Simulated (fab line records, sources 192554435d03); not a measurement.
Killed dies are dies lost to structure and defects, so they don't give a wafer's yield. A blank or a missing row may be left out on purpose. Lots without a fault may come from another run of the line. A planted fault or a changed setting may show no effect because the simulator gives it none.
Split-lot experiment | flow n5_finfet | 7 lots, 21 wafers read, on a route of 1938 steps

THE SPLIT
At N5_DUMMY_GATE_DESCUM_20 (chemistry O2, time 6.2 s), the setting time_s was moved away from the recipe's 6.2 s on 2 of the 21 wafers read, by -10.0% to +17.4%. The other wafers ran this setting at the recipe's value.

The reading is taken at the split's own step.

THE READING
CAR-EUV_of_DUMMY_GATE_COAT_09.thk_nm (the simulator's own value, which no gauge read), in nm, at N5_DUMMY_GATE_DESCUM_20 (chemistry O2, time 6.2 s). The file gives no usual value for it. The 19 wafers here that ran the recipe average 26.5 nm, standard deviation 0.12 nm.

wafer  | tool, chamber at the split | time_s as run, s | against the recipe | CAR-EUV_of_DUMMY_GATE_COAT_09.thk_nm, nm | against lot-mates on the recipe
L080.1 | rie_diel-01, 3,2           | 6.2              | recipe             | 26.6                                     | -
L080.6 | rie_diel-01, 3,2           | 6.2              | recipe             | 26.6                                     | -
L080.4 | rie_diel-01, 2             | 7.279            | +17.4%             | 26                                       | -0.6
L081.3 | rie_diel-01, 3,2           | 6.2              | recipe             | 26.4                                     | -
L081.5 | rie_diel-01, 3,2           | 6.2              | recipe             | 26.4                                     | -
L081.4 | rie_diel-01, 2             | 6.2              | recipe             | 26.2                                     | -
L085.3 | rie_diel-01, 0             | 5.579            | -10.0%             | 26.8                                     | +0.4
L085.4 | rie_diel-01, 2,1           | 6.2              | recipe             | 26.4                                     | -
L085.5 | rie_diel-01, 2,1           | 6.2              | recipe             | 26.4                                     | -
L089.2 | rie_diel-01, 2,3           | 6.2              | recipe             | 26.6                                     | -
L089.5 | rie_diel-01, 2,3           | 6.2              | recipe             | 26.6                                     | -
L089.4 | rie_diel-01, 0             | 6.2              | recipe             | 26.4                                     | -
L092.1 | rie_diel-06, 1             | 6.2              | recipe             | 26.6                                     | -
L092.6 | rie_diel-06, 1             | 6.2              | recipe             | 26.6                                     | -
L092.4 | rie_diel-06, 3             | 6.2              | recipe             | 26.4                                     | -
L094.3 | rie_diel-02, 2,0           | 6.2              | recipe             | 26.6                                     | -
L094.5 | rie_diel-02, 2,0           | 6.2              | recipe             | 26.6                                     | -
L094.4 | rie_diel-02, 2             | 6.2              | recipe             | 26.4                                     | -
L095.3 | rie_diel-06, 1,2,0         | 6.2              | recipe             | 26.6                                     | -
L095.4 | rie_diel-06, 1,2,0         | 6.2              | recipe             | 26.6                                     | -
L095.5 | rie_diel-06, 1,2,0         | 6.2              | recipe             | 26.6                                     | -
Where a row lists several chambers, the file gives one row for several wafers and doesn't say which wafer went through which chamber.

THE FIT
A straight line over all 21 wafers: CAR-EUV_of_DUMMY_GATE_COAT_09.thk_nm changes by -0.0291 nm for each +1% of time_s; r = -0.75; the points scatter about the line by 0.12 nm.
The same after taking each lot's own level away (the mean of its wafers on the recipe; 21 wafers): -0.0359 nm for each +1%; r = -0.91; scatter 0.076 nm.
On that fit, the largest move of time_s shifts the reading by 0.62 nm.
The lots' own levels span 26.33 to 26.60 nm, that is 2.2 times the standard deviation above.
So the lot-to-lot level blurs the effect unless lot-mates are compared.
Check: with one of the wafers moved furthest among these (+17.4%) left out of the fit, the line predicts -0.695 nm for it against its lot-mates. It came out at -0.6 nm against them.

OTHER SPLITS ON THESE WAFERS
These wafers also went through other splits before the reading. Each is held against what the fit with the lots' levels taken away leaves over:
other split on the same wafers                    | wafers away from the commonest value | r with CAR-EUV_of_DUMMY_GATE_COAT_09.thk_nm (lot level and that fit taken away)
N5_WELL_APT_COAT_02 spin_rpm                      | 9                                    | +0.16
N5_PMOS_HMC_CHANNEL_EPI_EXPOSE_06 dose_mj         | 5                                    | -0.10
N5_PMOS_HMC_CHANNEL_EPI_DEVELOP_08 develop_time_s | 8                                    | +0.08
N5_FIN_SAQP_SPACER2_ALD_28 temp_c                 | 7                                    | +0.24
N5_DUMMY_GATE_COAT_28 spin_rpm                    | 6                                    | -0.19

THE FILE'S OWN FIT
CAR-EUV_of_DUMMY_GATE_COAT_09.thk_nm changes by -0.0358 nm for each +1% of time_s, r = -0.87.
